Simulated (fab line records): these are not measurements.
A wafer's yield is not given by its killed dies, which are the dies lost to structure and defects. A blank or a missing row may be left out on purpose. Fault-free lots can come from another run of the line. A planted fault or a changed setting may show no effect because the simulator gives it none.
Chamber matching    flow nand_harc    NHARC_P_BONDPAD_DESCUM_11 on rie_diel-08: 4 sister chambers
The step chemistry O2, time 3 s. 4 wafers are shown with their chamber, then 10 later ones without.

== WAFERS PAIRED WITH THEIR CHAMBERS ==
wafer   chamber  drypump_motor_current_A (A)
L082.5  0        5.61
L084.1  1        5.62
L084.4  3        6.37
L085.5  2        5.57

== WAFERS MISSING THEIR CHAMBER ==
wafer   drypump_motor_current_A (A)
L085.6  5.60
L088.1  5.61
L088.4  5.58
L088.6  5.58
L094.1  6.37
L094.3  5.60
L094.4  5.63
L097.1  6.40
L097.3  5.61
L097.4  5.57

== THE CHAMBER EACH PASSED THROUGH ==
wafer   from the rows above           in truth
L085.6  can't be placed: 0 or 1 or 2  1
L088.1  can't be placed: 0 or 1       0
L088.4  can't be placed: 2 or 0       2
L088.6  can't be placed: 2 or 0       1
L094.1  3                             3
L094.3  can't be placed: 0 or 1 or 2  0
L094.4  can't be placed: 1 or 0       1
L097.1  3                             3
L097.3  can't be placed: 0 or 1       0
L097.4  2                             2
Correct placement for 3 of the 10. From these rows, 7 cannot be placed; in 6 the true chamber is one of the candidates. 0 placed wrongly.
How it was worked out, from the rows above alone: a wafer's distance from a chamber is the root of the sum, over the readings, of the square of ((its reading less the chamber's mean) divided by the reading's scatter). If the next closest chamber is less than 2 further off than the closest, the wafer can't be placed; otherwise it belongs to the closest. The mean given for a chamber averages the wafers shown for that chamber. The scatter: with one shown wafer a chamber, the root of the mean of the squares of how far each hidden wafer lies from its nearest shown one.
